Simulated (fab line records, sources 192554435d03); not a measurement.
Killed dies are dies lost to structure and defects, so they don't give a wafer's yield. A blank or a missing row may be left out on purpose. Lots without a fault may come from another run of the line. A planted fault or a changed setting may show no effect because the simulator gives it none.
Chamber matching | flow n5_finfet | N5_HKMG_FIN_STRIP_34 on rie_diel-02: 4 sister chambers
The step strips in CF4. 4 wafers are shown with their chamber, then 8 later ones without.

WAFERS WITH THEIR CHAMBER
wafer  | chamber | showerhead_plenum_p_Torr (Torr)
L088.6 | 1       | 1.83
L090.5 | 3       | 1.85
L090.6 | 0       | 1.77
L091.1 | 2       | 1.83

WAFERS WITHOUT THEIR CHAMBER
wafer  | showerhead_plenum_p_Torr (Torr)
L091.4 | 1.77
L091.5 | 1.85
L094.4 | 1.85
L094.5 | 1.85
L094.6 | 1.77
L096.1 | 1.77
L096.2 | 1.82
L096.3 | 1.85

WHICH CHAMBER EACH WENT THROUGH
wafer  | from the rows above     | in truth
L091.4 | 0                       | 0
L091.5 | 3                       | 3
L094.4 | 3                       | 3
L094.5 | 3                       | 3
L094.6 | 0                       | 0
L096.1 | 0                       | 0
L096.2 | can't be placed: 1 or 2 | 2
L096.3 | 3                       | 3
Placed correctly: 7 of 8. Can't be placed from these rows: 1 (the true chamber is among the candidates in 1). Placed wrongly: 0.
How it was worked out, from the rows above alone: a wafer's distance from a chamber is the root of the sum, over the readings, of the square of ((its reading less the chamber's mean) divided by the reading's scatter). The wafer belongs to the nearest chamber; if the next one is less than 2 further off, it can't be placed. A chamber's mean is the mean of its shown wafers. The scatter: with one shown wafer a chamber, the root of the mean of the squares of how far each hidden wafer lies from its nearest shown one.
